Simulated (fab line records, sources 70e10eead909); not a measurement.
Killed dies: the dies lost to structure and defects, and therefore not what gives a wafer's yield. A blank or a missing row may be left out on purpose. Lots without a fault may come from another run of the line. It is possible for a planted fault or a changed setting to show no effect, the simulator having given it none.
fab line records	flow nand_harc
record lots=6	wafers=17	last_day=33
route steps=1302 shown A_CHANNEL_HOLE_D2@582 END@1302
lots untouched by any fault: they come from a run of this same line in which no faults occurred
start_h: the number of hours between the record's first day and the start of the first shown wafer of the lot	wait_h: hours elapsed since this lot's preceding step	" the same as in the row above	L1.1+2: one row covering several wafers at once	- either no value or no given start	* or withheld: withheld	< > ~ a bound
route shown NAME@n: names a module that has steps shown in the file, with the first one's number in the route	usual: the fault-free wafers' mean and standard deviation	same: alike in all rows	chamber/n: place in a boat	sites: readings site by site	_std_site: their standard deviation	_edge_site: the outer-site mean with the inner-site mean subtracted	radius_mm: how far each site lies from the wafer's centre	mask NAME#n: copy n	behind: tool/chamber where the wafer was last shaped	hold: reason for holding the lot/hours on hold/outcome of the hold	device: whichever transistor did not switch (one of n, p or np)	end of line: the route-end tests of the same wafers	a step with no rows: only its recipe	killed: not the wafer's yield, but the dies lost to structure and defects at the first sort	map: a wafer's dies, x killed, . not, _ none there
set.NAME: the setting as run; set.NAME@STEP: as run at that earlier step	model.NAME: the simulator's own value behind a step, which no gauge read
certain route steps with their lots: each step a table, each wafer a row
services: a tool's chamber out of use, with start hour (start_h, from the record's first day; less than 0 if before it), hours out, and reason
## steps
# step NHARC_A_CHANNEL_HOLE_D2_CD_MEAS_10
# recipe target_cd_nm=100	landing_energy_ev=500
# usual cd_nm=100.0/0.49
lot.wafer	tool	chamber	start_h	wait_h	cd_nm
L744.3	cd_sem-01	0	354.73	-	100.3
L744.4	"	0	"	"	99.6
L744.5	"	0	"	"	99.5
L746.2	cd_sem-03	0	369.50	-	99.9
L746.4	"	0	"	"	99.7
L746.5	"	0	"	"	99.9
L751.3	cd_sem-02	0	425.97	-	100.0
L751.5	"	0	"	"	100.8
L751.6	"	0	"	"	100.2
L752.1	cd_sem-02	0	437.44	-	99.6
L752.5	"	0	"	"	99.5
L754.2	cd_sem-03	0	448.88	-	99.8
L754.3	"	0	"	"	100.2
L754.4	"	0	"	"	100.6
L760.3	cd_sem-03	0	528.28	-	99.7
L760.5	"	0	"	"	100.3
L760.6	"	0	"	"	100.0
# step NHARC_A_CHANNEL_HOLE_D2_OVL_MEAS_11
# usual overlay_x_nm=0.1/0.67	overlay_y_nm=0.3/0.88
lot.wafer	tool	chamber	start_h	wait_h	overlay_x_nm	overlay_y_nm
L744.3	overlay-01	-	354.81	-	-0.7	-1.2
L744.4	"	-	"	"	-0.6	-0.9
L744.5	"	-	"	"	-0.2	-1.4
L746.2	overlay-02	-	369.58	-	1.7	0.6
L746.4	"	-	"	"	0.5	0.7
L746.5	"	-	"	"	1.0	1.1
L751.3	overlay-02	-	426.05	-	-0.6	1.7
L751.5	"	-	"	"	-1.1	0.8
L751.6	"	-	"	"	-1.4	0.7
L752.1	overlay-02	-	437.52	-	-0.3	0.3
L752.5	"	-	"	"	-0.2	0.2
L754.2	overlay-01	-	448.97	-	0.1	1.0
L754.3	"	-	"	"	0.6	0.9
L754.4	"	-	"	"	0.3	0.8
L760.3	overlay-01	-	528.37	-	-0.2	1.2
L760.5	"	-	"	"	0.3	1.0
L760.6	"	-	"	"	1.1	0.8
# step NHARC_A_CHANNEL_HOLE_D2_INSPECT_12
# usual raw_defect_count=30/22
lot.wafer	tool	chamber	start_h	wait_h	raw_defect_count
L744.3	defect_inspect-02	-	354.85	0.0	7
L744.4	"	-	"	"	13
L744.5	"	-	"	"	5
L746.2	defect_inspect-02	-	369.62	0.0	54
L746.4	"	-	"	"	68
L746.5	"	-	"	"	53
L751.3	defect_inspect-02	-	426.09	0.0	13
L751.5	"	-	"	"	15
L751.6	"	-	"	"	14
L752.1	defect_inspect-02	-	437.56	0.0	62
L752.5	"	-	"	"	57
L754.2	defect_inspect-02	-	449.01	0.0	43
L754.3	"	-	"	"	55
L754.4	"	-	"	"	54
L760.3	defect_inspect-02	-	528.40	0.0	26
L760.5	"	-	"	"	21
L760.6	"	-	"	"	16
# step NHARC_A_CHANNEL_HOLE_D2_DESCUM_15
# recipe time_s=3	o2_flow_sccm=200	ar_flow_sccm=0	bias_power_w=0	chemistry=O2
# step NHARC_A_CHANNEL_HOLE_D2_ETCH_38
# recipe target_depth_a=390	over_etch_frac=0.3	time_s=65	ion_energy_ev=80	cf4_flow_sccm=150	ar_flow_sccm=0	rf_w=300	bias_w=100	chemistry=CF4
# step NHARC_A_CHANNEL_HOLE_D2_ETCH_39
# recipe target_depth_a=2600	over_etch_frac=0.3	time_s=325	ion_energy_ev=200	n2_flow_sccm=150	h2_flow_sccm=150	ar_flow_sccm=0	rf_w=400	bias_w=150	chemistry=N2/H2
# usual bias_w=150.0/0.46	drypump_motor_current_A=5.7/0.58	n2_flow_sccm=150.0/0.42	oes_product_au=0.997/0.0096	rf_vpp_V=429.7/2	showerhead_plenum_p_Torr=2.01/0.065	throttle_valve_pct=14.172/0.0097
lot.wafer	tool	chamber	start_h	wait_h	bias_w	drypump_motor_current_A	n2_flow_sccm	oes_product_au	rf_hours_counter_h	rf_vpp_V	showerhead_plenum_p_Torr	throttle_valve_pct
L744.4	rie_diel-11	1	-	-	150.3	5.1	150.9	1.003	4.5	430.6	2.00	14.170
L744.3	"	2	"	"	150.3	5.1	150.0	1.011	4.2	429.2	1.94	14.186
L744.5	"	0	"	"	150.1	5.1	150.4	0.999	-	426.3	1.89	14.157
L746.2	rie_diel-02	1	-	-	151.0	5.8	150.3	1.018	8.4	432.7	2.09	14.155
L746.4	"	3	"	"	149.6	5.9	149.7	0.990	9.2	431.3	2.08	14.175
L746.5	"	1	"	"	150.3	5.8	150.0	1.007	-	431.3	2.09	14.177
L751.3	rie_diel-11	0	-	-	150.6	5.1	150.3	1.002	7.5	427.7	1.89	14.171
L751.5	"	0	"	"	150.9	5.1	149.4	0.992	-	426.3	1.89	14.158
L751.6	"	1	"	"	149.8	5.1	150.2	0.999	-	428.8	2.00	14.176
L752.1	rie_diel-02	2	437.89	0.1	149.9	6.5	150.1	0.999	1.3	429.9	2.03	14.181
L752.5	"	2	"	"	150.0	6.5	150.0	0.978	-	429.4	2.03	14.160
L754.4	rie_diel-11	1	-	-	149.4	5.1	149.8	0.977	0.3	428.6	2.00	14.170
L754.2	"	3	"	"	149.6	5.9	150.0	0.990	0.2	431.4	2.09	14.179
L754.3	"	0	"	"	149.5	5.1	150.0	1.007	0.2	427.5	1.89	14.174
L760.3	rie_diel-11	3	-	-	149.9	5.9	150.3	0.994	4.0	431.1	2.09	14.163
L760.5	"	0	"	"	150.3	5.1	149.2	1.001	-	425.6	1.89	14.151
L760.6	"	1	"	"	150.3	5.1	149.9	0.984	-	430.0	2.00	14.160
# step NHARC_A_CHANNEL_HOLE_D2_ETCH_34
# recipe target_depth_a=1540	time_s=77	cf4_flow_sccm=100	chf3_flow_sccm=30	ar_flow_sccm=0	rf_w=500	bias_w=200	chemistry=CF4/CHF3
# usual bias_w=199.9/0.65	cf4_flow_sccm=100.0/0.34	drypump_motor_current_A=5.7/0.58	oes_product_au=0.959/0.019	rf_vpp_V=369.9/1.8	showerhead_plenum_p_Torr=1.55/0.045	throttle_valve_pct=16.803/0.0088
lot.wafer	tool	chamber	start_h	wait_h	bias_w	cf4_flow_sccm	drypump_motor_current_A	oes_product_au	rf_hours_counter_h	rf_vpp_V	showerhead_plenum_p_Torr	throttle_valve_pct
L744.4	rie_diel-11	0	-	-	200.7	99.9	5.1	0.987	4.3	367.5	1.47	16.800
L744.3	"	3	"	"	200.9	100.7	5.9	0.971	3.9	370.9	1.61	16.810
L744.5	"	1	"	"	200.1	100.2	5.1	0.964	-	369.8	1.55	16.810
L746.2	rie_diel-02	2	-	-	200.0	99.6	6.5	0.942	9.2	370.0	1.57	16.781
L746.4	"	3	"	"	201.4	99.8	5.9	0.966	9.2	372.1	1.60	16.800
L746.5	"	2	"	"	199.9	99.9	6.5	0.944	-	371.0	1.56	16.794
L751.3	rie_diel-11	3	-	-	199.9	100.1	5.9	0.914	8.3	373.3	1.61	16.798
L751.6	"	2	"	"	201.8	99.6	5.1	0.933	-	368.4	1.51	16.802
L751.5	"	3	"	"	200.2	100.3	5.9	0.914	-	372.1	1.61	16.815
L752.1	rie_diel-02	3	438.29	0.3	199.0	99.4	5.9	0.940	1.6	372.3	1.60	16.796
L752.5	"	3	"	"	199.5	99.8	5.9	0.946	-	372.0	1.60	16.799
L754.3	rie_diel-11	0	-	-	198.8	100.2	5.1	0.973	0.3	368.2	1.47	16.805
L754.2	"	1	"	"	200.2	100.1	5.1	0.978	0.4	369.3	1.55	16.789
L754.4	"	2	"	"	199.6	100.3	5.1	0.970	0.5	368.8	1.51	16.797
L760.3	rie_diel-11	1	-	-	200.1	100.1	5.1	0.967	3.8	369.7	1.54	16.809
L760.6	"	3	"	"	200.2	100.4	5.9	0.959	-	371.7	1.61	16.822
L760.5	"	0	"	"	200.5	100.3	5.1	0.978	-	367.7	1.47	16.806
# step NHARC_A_CHANNEL_HOLE_D2_ETCH_16
# recipe target_depth_a=31000	over_etch_frac=0.3	time_s=806	ion_energy_ev=150	o2_flow_sccm=400	cos_flow_sccm=20	ar_flow_sccm=0	rf_w=500	bias_w=300	chemistry=O2/COS
# usual bias_w=299.9/0.88	drypump_motor_current_A=5.8/0.58	oes_product_au=0.997/0.01	rf_vpp_V=313.6/1.5	showerhead_plenum_p_Torr=3.09/0.092	throttle_valve_pct=28.330/0.0089
lot.wafer	tool	chamber	start_h	wait_h	bias_w	drypump_motor_current_A	oes_product_au	rf_hours_counter_h	rf_vpp_V	showerhead_plenum_p_Torr	throttle_valve_pct
L744.3	rie_diel-11	3	-	-	299.5	5.9	0.987	4.0	316.2	3.19	28.313
L744.4	"	0	"	"	299.2	5.1	1.006	4.4	311.2	2.92	28.336
L744.5	"	3	"	"	299.1	5.9	0.986	-	315.5	3.19	28.346
L746.4	rie_diel-02	2	-	-	298.3	6.5	0.963	9.3	313.9	3.11	28.344
L746.2	"	0	"	"	300.1	5.3	1.009	8.7	316.0	3.17	28.335
L746.5	"	2	"	"	299.6	6.5	0.975	-	314.2	3.10	28.325
L751.3	rie_diel-11	3	-	-	299.6	5.9	0.992	8.5	315.0	3.19	28.346
L751.5	"	3	"	"	300.9	5.9	0.986	-	314.2	3.19	28.319
L751.6	"	0	"	"	301.1	5.1	0.995	-	312.6	2.91	28.316
L752.1	rie_diel-02	3	438.43	0.1	299.3	5.9	0.991	1.7	315.2	3.18	28.343
L752.5	"	3	"	"	297.9	5.9	0.982	-	314.8	3.18	28.314
L754.4	rie_diel-11	0	-	-	300.7	5.1	1.004	0.4	312.5	2.91	28.324
L754.2	"	1	"	"	299.9	5.1	0.996	0.6	314.9	3.07	28.317
L754.3	"	2	"	"	300.2	5.2	1.009	0.6	311.9	2.99	28.331
L760.3	rie_diel-11	2	-	-	299.3	5.1	0.999	3.7	312.3	2.98	28.325
L760.5	"	2	"	"	299.8	5.1	1.001	-	312.0	2.98	28.326
L760.6	"	3	"	"	300.8	5.9	0.995	-	314.8	3.19	28.322
# step NHARC_A_CHANNEL_HOLE_D2_CD_MEAS_18
# usual cd_nm=99.6/2.4
lot.wafer	tool	chamber	start_h	wait_h	cd_nm
L744.3	cd_sem-03	-	356.02	-	102.1
L744.4	"	-	"	"	100.8
L744.5	"	-	"	"	99.7
L746.2	cd_sem-02	-	370.79	-	100.4
L746.4	"	-	"	"	100.1
L746.5	"	-	"	"	98.4
L751.3	cd_sem-01	-	427.25	-	97.5
L751.5	"	-	"	"	99.3
L751.6	"	-	"	"	100.2
L752.1	cd_sem-01	-	439.35	-	96.5
L752.5	"	-	"	"	96.4
L754.2	cd_sem-02	-	450.17	-	101.0
L754.3	"	-	"	"	101.3
L754.4	"	-	"	"	102.1
L760.3	cd_sem-03	-	529.57	-	98.9
L760.5	"	-	"	"	101.9
L760.6	"	-	"	"	98.8
# step NHARC_A_CHANNEL_HOLE_D2_ETCH_19
# recipe bias_v=1200	source_w=2500	pressure_mtorr=15	time_s=34.5	ar_flow_sccm=375	c4f8_flow_sccm=28.8	o2_flow_sccm=96.2	temp_c=-20	target_depth_a=*	chemistry=C4F8/O2/Ar
# step NHARC_A_CHANNEL_HOLE_D2_ETCH_20
# recipe bias_v=3000	source_w=withheld	pressure_mtorr=20	time_s=361.9	ar_flow_sccm=375	c4f8_flow_sccm=89.3	o2_flow_sccm=35.7	temp_c=-20	target_depth_a=16000	chemistry=C4F8/O2/Ar
# step NHARC_A_CHANNEL_HOLE_D2_ETCH_21
# recipe bias_v=3000	source_w=withheld	pressure_mtorr=20	time_s=514.3	ar_flow_sccm=375	c4f8_flow_sccm=89.3	o2_flow_sccm=35.7	temp_c=-20	target_depth_a=16000	chemistry=C4F8/O2/Ar
# usual drypump_motor_current_A=5.8/0.36	showerhead_plenum_p_Torr=3.71/0.1	temp_c=-19.99/0.11	throttle_valve_pct=32.155/0.0086
lot.wafer	tool	chamber	start_h	wait_h	drypump_motor_current_A	rf_hours_counter_h	showerhead_plenum_p_Torr	temp_c	throttle_valve_pct
L744.4	har_etch-01	0	358.20	0.3	5.7	-	3.67	-19.78	32.149
L744.3	"	1	"	"	6.4	-	3.67	-20.00	32.157
L744.5	"	0	"	"	5.7	-	3.67	-19.85	32.166
L746.2	har_etch-02	0	371.29	0.3	5.7	398	3.55	-20.20	32.147
L746.4	"	0	"	"	5.7	-	3.55	-20.03	32.146
L746.5	"	0	"	"	5.7	-	3.55	-20.21	32.145
L751.3	har_etch-02	1	430.89	0.3	5.4	-	3.71	-20.00	32.160
L751.6	"	1	"	"	5.4	-	3.71	-19.99	32.135
L751.5	"	0	"	"	5.7	-	3.92	-20.07	32.172
L752.1	har_etch-01	1	439.85	0.3	6.3	230	3.65	-20.01	32.147
L752.5	"	1	"	"	6.3	-	3.65	-20.00	32.160
L754.2	har_etch-01	0	450.74	0.3	5.7	234	3.65	-20.08	32.144
L754.4	"	1	"	"	6.4	-	3.65	-20.16	32.144
L754.3	"	0	"	"	5.7	-	3.65	-19.96	32.149
L760.3	har_etch-02	0	530.21	0.3	5.7	-	3.89	-19.97	32.156
L760.5	"	0	"	"	5.7	-	3.89	-20.00	32.145
L760.6	"	1	"	"	5.4	-	3.67	-20.07	32.155
# step NHARC_A_CHANNEL_HOLE_D2_ETCH_22
# recipe bias_v=3000	source_w=withheld	pressure_mtorr=20	time_s=666.7	ar_flow_sccm=375	c4f8_flow_sccm=89.3	o2_flow_sccm=35.7	temp_c=-20	target_depth_a=16000	chemistry=C4F8/O2/Ar
# usual drypump_motor_current_A=5.8/0.35	showerhead_plenum_p_Torr=3.71/0.1	temp_c=-20.01/0.11	throttle_valve_pct=32.154/0.0089
lot.wafer	tool	chamber	start_h	wait_h	drypump_motor_current_A	rf_hours_counter_h	showerhead_plenum_p_Torr	temp_c	throttle_valve_pct
L744.4	har_etch-01	0	358.68	0.4	5.7	-	3.67	-20.01	32.148
L744.3	"	1	"	"	6.4	-	3.67	-20.09	32.142
L744.5	"	0	"	"	5.7	-	3.67	-19.97	32.148
L746.2	har_etch-02	0	371.74	0.4	5.7	398	3.55	-20.13	32.154
L746.4	"	0	"	"	5.7	-	3.55	-20.02	32.150
L746.5	"	0	"	"	5.7	-	3.55	-20.26	32.154
L751.3	har_etch-02	1	431.37	0.4	5.4	-	3.71	-19.98	32.159
L751.6	"	1	"	"	5.4	-	3.71	-20.12	32.145
L751.5	"	0	"	"	5.7	-	3.92	-19.92	32.142
L752.1	har_etch-01	1	440.28	0.4	6.4	231	3.65	-19.97	32.141
L752.5	"	1	"	"	6.4	-	3.65	-19.98	32.144
L754.2	har_etch-01	0	451.20	0.4	5.7	234	3.65	-19.89	32.155
L754.4	"	1	"	"	6.3	-	3.65	-20.10	32.152
L754.3	"	0	"	"	5.7	-	3.65	-20.17	32.151
L760.3	har_etch-02	0	530.69	0.4	5.7	-	3.89	-20.23	32.157
L760.5	"	0	"	"	5.7	-	3.89	-20.10	32.156
L760.6	"	1	"	"	5.4	-	3.67	-19.91	32.157
# step NHARC_A_CHANNEL_HOLE_D2_ETCH_23
# recipe bias_v=5000	source_w=withheld	pressure_mtorr=20	time_s=819	ar_flow_sccm=375	c4f8_flow_sccm=89.3	o2_flow_sccm=35.7	temp_c=-20	target_depth_a=16000	chemistry=C4F8/O2/Ar
# step NHARC_A_CHANNEL_HOLE_D2_ETCH_24
# recipe bias_v=5000	source_w=withheld	pressure_mtorr=20	time_s=906.2	ar_flow_sccm=375	c4f8_flow_sccm=93.8	o2_flow_sccm=31.2	temp_c=-20	target_depth_a=15000	chemistry=C4F8/O2/Ar
# step NHARC_A_CHANNEL_HOLE_D2_ETCH_25
# recipe bias_v=5000	source_w=withheld	pressure_mtorr=20	time_s=1040.2	ar_flow_sccm=375	c4f8_flow_sccm=93.8	o2_flow_sccm=31.2	temp_c=-20	target_depth_a=15000	chemistry=C4F8/O2/Ar
# step NHARC_A_CHANNEL_HOLE_D2_ETCH_26
# recipe bias_v=300	source_w=2000	pressure_mtorr=30	time_s=224.1	ar_flow_sccm=375	c4f8_flow_sccm=11.4	o2_flow_sccm=113.6	temp_c=-20	target_depth_a=3000	chemistry=C4F8/O2/Ar
# step NHARC_A_CHANNEL_HOLE_D2_ETCH_27
# recipe bias_v=400	source_w=2000	pressure_mtorr=25	time_s=90	ar_flow_sccm=375	c4f8_flow_sccm=41.7	o2_flow_sccm=83.3	temp_c=-20	target_depth_a=4000	chemistry=C4F8/O2/Ar
# usual drypump_motor_current_A=5.8/0.35	showerhead_plenum_p_Torr=3.74/0.1	temp_c=-20.00/0.11	throttle_valve_pct=27.620/0.009
lot.wafer	tool	chamber	start_h	wait_h	drypump_motor_current_A	rf_hours_counter_h	showerhead_plenum_p_Torr	temp_c	throttle_valve_pct
L744.4	har_etch-01	0	361.64	0.2	5.7	-	3.71	-20.00	27.639
L744.3	"	1	"	"	6.4	-	3.71	-20.03	27.625
L744.5	"	0	"	"	5.7	-	3.71	-19.90	27.624
L746.2	har_etch-02	0	374.84	0.2	5.7	401	3.58	-19.97	27.603
L746.4	"	0	"	"	5.7	-	3.58	-20.02	27.619
L746.5	"	0	"	"	5.7	-	3.58	-19.95	27.621
L751.3	har_etch-02	1	434.32	0.2	5.4	-	3.74	-20.00	27.625
L751.6	"	1	"	"	5.4	-	3.74	-19.87	27.611
L751.5	"	0	"	"	5.7	-	3.97	-20.00	27.622
L752.1	har_etch-01	1	443.41	0.2	6.4	233	3.69	-20.08	27.640
L752.5	"	1	"	"	6.3	-	3.69	-19.86	27.623
L754.2	har_etch-01	0	454.26	0.2	5.7	237	3.69	-20.13	27.627
L754.4	"	1	"	"	6.3	-	3.69	-20.03	27.608
L754.3	"	0	"	"	5.7	-	3.69	-19.97	27.627
L760.3	har_etch-02	0	533.68	0.2	5.7	-	3.93	-20.11	27.625
L760.5	"	0	"	"	5.7	-	3.93	-20.07	27.626
L760.6	"	1	"	"	5.4	-	3.71	-19.87	27.617
# step NHARC_A_CHANNEL_HOLE_D2_STRIP_41
# recipe n2_flow_sccm=150	h2_flow_sccm=150	ar_flow_sccm=0	bias_w=0	chemistry=N2/H2
# step NHARC_A_CHANNEL_HOLE_D2_STRIP_42
# recipe cf4_flow_sccm=100	chf3_flow_sccm=30	ar_flow_sccm=0	bias_w=0	chemistry=CF4/CHF3
# step NHARC_A_CHANNEL_HOLE_D2_STRIP_43
# recipe o2_flow_sccm=400	cos_flow_sccm=20	ar_flow_sccm=0	bias_w=0	chemistry=O2/COS
# step NHARC_A_CHANNEL_HOLE_D2_ETCH_44
# recipe target_depth_a=1400	overetch_a=140	time_s=77	ion_energy_ev=100	cf4_flow_sccm=80	o2_flow_sccm=20	ar_flow_sccm=0	rf_w=300	bias_w=100	chemistry=CF4/O2
# step NHARC_A_CHANNEL_HOLE_D2_STRIP_28
# recipe o2_flow_sccm=500	ar_flow_sccm=0	bias_w=0	chemistry=O2
# step NHARC_A_CHANNEL_HOLE_D2_PRECLEAN_29
# recipe time_s=*	temp_c=50	bath_age_min=0	chemistry=SC1
# step NHARC_A_CHANNEL_HOLE_D2_SRD_30
# step NHARC_A_CHANNEL_HOLE_D2_CD_MEAS_31
# usual cd_nm=90.0/1.2
lot.wafer	tool	chamber	start_h	wait_h	cd_nm
L744.3	cd_sem-02	-	363.13	-	92.1
L744.4	"	-	"	"	88.9
L744.5	"	-	"	"	89.5
L746.2	cd_sem-03	-	376.38	-	91.1
L746.4	"	-	"	"	89.8
L746.5	"	-	"	"	90.9
L751.3	cd_sem-01	-	436.27	-	87.8
L751.5	"	-	"	"	90.6
L751.6	"	-	"	"	89.6
L752.1	cd_sem-03	-	445.42	-	90.8
L752.5	"	-	"	"	90.2
L754.2	cd_sem-01	-	455.78	-	90.1
L754.3	"	-	"	"	88.0
L754.4	"	-	"	"	93.0
L760.3	cd_sem-02	-	535.17	-	87.7
L760.5	"	-	"	"	89.8
L760.6	"	-	"	"	89.3
# step NHARC_A_CHANNEL_HOLE_D2_XSEM_32
# recipe landing_energy_ev=35000
# usual bot_cd_nm=74.5/1.5	bow_nm=8.58/0.28	tilt_deg=0.07/0.031
lot.wafer	tool	chamber	start_h	wait_h	bot_cd_nm	bow_nm	tilt_deg
L744.3	xsem-02	0	363.22	0.1	76.4	8.64	0.09
L744.4	"	0	"	"	72.0	8.72	0.09
L744.5	"	0	"	"	73.5	8.62	0.09
L746.2	xsem-02	0	376.47	0.1	75.2	8.78	0.13
L746.4	"	0	"	"	73.5	8.75	0.12
L746.5	"	0	"	"	74.6	8.84	0.13
L751.3	xsem-01	0	436.35	0.1	72.8	8.60	0.12
L751.5	"	0	"	"	75.0	8.68	0.12
L751.6	"	0	"	"	74.0	8.73	0.12
L752.1	xsem-02	0	445.52	0.1	75.0	8.94	0.05
L752.5	"	0	"	"	74.0	8.84	0.05
L752.1	xsem-02	0	-	-	76.3	-	0.03
L752.5	"	0	"	"	76.1	-	0.03
L754.2	xsem-02	0	455.87	0.1	75.9	8.14	0.10
L754.3	"	0	"	"	73.8	8.13	0.10
L754.4	"	0	"	"	78.6	8.18	0.10
L754.2	xsem-02	0	-	-	75.1	-	0.08
L754.3	"	0	"	"	72.8	-	0.08
L754.4	"	0	"	"	77.4	-	0.08
L760.3	xsem-01	0	535.26	0.1	72.3	8.93	0.08
L760.5	"	0	"	"	73.9	8.98	0.08
L760.6	"	0	"	"	73.9	8.94	0.08
# step NHARC_A_CHANNEL_HOLE_D2_INSPECT_40
# usual raw_defect_count=284/87
lot.wafer	tool	chamber	start_h	wait_h	raw_defect_count
L744.3	defect_inspect-02	-	363.31	-	284
L744.4	"	-	"	"	319
L744.5	"	-	"	"	397
L746.2	defect_inspect-02	-	376.56	-	341
L746.4	"	-	"	"	610
L746.5	"	-	"	"	315
L751.3	defect_inspect-01	-	436.44	-	362
L751.5	"	-	"	"	398
L751.6	"	-	"	"	422
L752.1	defect_inspect-01	-	458.18	-	274
L752.5	"	-	"	"	296
L754.2	defect_inspect-02	-	460.36	-	262
L754.3	"	-	"	"	264
L754.4	"	-	"	"	274
L760.3	defect_inspect-02	-	535.35	-	200
L760.5	"	-	"	"	148
L760.6	"	-	"	"	253
# step NHARC_END_SORT_01
# recipe temp_c=25
# usual killed_at_array=49/18	killed_at_other=0.8/1	killed_at_periphery=4.2/2.8	killed_dies=54/18	killed_open=3.0/1.7	killed_short=2.5/1.6
# same gross_dies=677
lot.wafer	tool	chamber	start_h	wait_h	killed_at_array	killed_at_other	killed_at_periphery	killed_dies	killed_open	killed_short
L752.5	prober-01	0	741.89	3.7	72	1	3	76	3	1
# killed by level:class
L752.5 A_CHANNEL_HOLE_D1:chamber_film_flake=28 A_SLIT:chamber_film_flake=17 A_CHANNEL_HOLE_D2:chamber_film_flake=16 A_STAIRCASE:chamber_film_flake=5 A_CONTACT:chamber_film_flake=3 P_GATE:geometric_particle:short=1 P_M0:geometric_particle:open=1 A_ONON_D1:geometric_particle:open=1
## services
tool	chamber	start_h	hours	kind
rie_diel-11	0	338.04	-	clean
rie_diel-11	1	338.04	-	clean
rie_diel-11	2	338.04	-	clean
rie_diel-11	3	338.04	-	clean
rie_diel-11	0	362.54	-	clean
rie_diel-11	1	362.54	-	clean
rie_diel-11	2	362.54	-	clean
rie_diel-11	3	362.54	-	clean
rie_diel-11	-	363.65	0.7	repair
xsem-01	-	374.00	14.0	pm
har_etch-02	-	378.39	17.0	pm
rie_diel-02	0	383.38	98.6	repair
rie_diel-02	-	386.04	0.2	repair
rie_diel-11	2	387.01	4.9	repair
rie_diel-02	-	393.89	9.0	pm
rie_diel-11	0	404.11	10.5	repair
rie_diel-11	0	415.35	3.4	repair
xsem-01	-	417.60	4.6	repair
rie_diel-11	-	421.62	1.7	repair
rie_diel-02	-	423.00	1.0	repair
rie_diel-02	1	430.66	26.6	repair
rie_diel-11	-	432.50	9.0	pm
rie_diel-11	-	441.61	0.5	repair
rie_diel-02	3	458.19	11.3	repair
## key
first_sign step=NHARC_A_CHANNEL_HOLE_D2_XSEM_32	reading=visit	direction=added
effect none on later readings
met_at NHARC_A_CHANNEL_HOLE_D2_ETCH_22
struck_wafers L752.1,L752.5,L754.4
rows_end L752.1
tester_left_out L752,L754
onset_between 358.68 440.28
fault kind=process_parameter_drift	tool=har_etch-01	chamber=1	onset_h=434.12	steps=NHARC_A_CHANNEL_HOLE_D2_ETCH_22	channel=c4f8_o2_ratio	offset=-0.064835	shape=step	end_h=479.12	acts_in=these_recipes_only	stated=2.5
# tester_left_out: of these lots the tester's yield and bins aren't shown, on N5 and GAA mostly nor the transistor test; their killed dies are dies lost to structure and defects alone, not to doping, threshold or leakage, so they don't give the yield
# rows_end: these wafers met a further fault down the route, and their rows from its step on are left out
